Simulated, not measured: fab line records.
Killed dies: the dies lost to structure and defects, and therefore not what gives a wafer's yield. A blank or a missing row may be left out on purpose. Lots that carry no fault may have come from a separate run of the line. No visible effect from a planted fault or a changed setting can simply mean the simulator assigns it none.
Matching of chambers	flow nand harc	NHARC_A_BLC_STRIP_29 on rie diel-11 has 4 sister chambers
The step strips in CF4. 4 wafers are shown with their chamber, then 12 later ones without.

== WAFERS WITH THEIR CHAMBER ==
wafer	chamber	oes product au (a.u.)
L090.1	0	0.989
L090.6	3	1.006
L092.4	1	1.011
L092.6	2	0.992

== WAFERS WHOSE CHAMBER IS MISSING ==
wafer	oes product au (a.u.)
L093.2	1.001
L093.3	0.992
L093.4	1.004
L094.1	0.995
L094.2	1.015
L094.5	0.995
L096.1	0.982
L096.2	1.002
L096.6	1.012
L097.3	1.004
L097.4	0.984
L097.6	1.002

== WHICH CHAMBER EACH WENT THROUGH ==
wafer	from the rows above	in truth
L093.2	can't be placed: 3 or 2 or 1 or 0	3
L093.3	can't be placed: 2 or 0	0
L093.4	can't be placed: 3 or 1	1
L094.1	can't be placed: 2 or 0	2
L094.2	can't be placed: 1 or 3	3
L094.5	can't be placed: 2 or 0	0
L096.1	can't be placed: 0 or 2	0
L096.2	can't be placed: 3 or 1 or 2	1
L096.6	can't be placed: 1 or 3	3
L097.3	can't be placed: 3 or 1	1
L097.4	can't be placed: 0 or 2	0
L097.6	can't be placed: 3 or 1 or 2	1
Correct placement for 0 of the 12. From these rows, 12 cannot be placed; in 12 the true chamber is one of the candidates. 0 placed wrongly.
How it was worked out, from the rows above alone: a wafer's distance from a chamber is the root of the sum, over the readings, of the square of ((its reading less the chamber's mean) divided by the reading's scatter). If the next closest chamber is less than 2 further off than the closest, the wafer can't be placed; otherwise it belongs to the closest. A chamber's mean is the mean of its shown wafers. The scatter: with one shown wafer a chamber, the root of the mean of the squares of how far each hidden wafer lies from its nearest shown one.
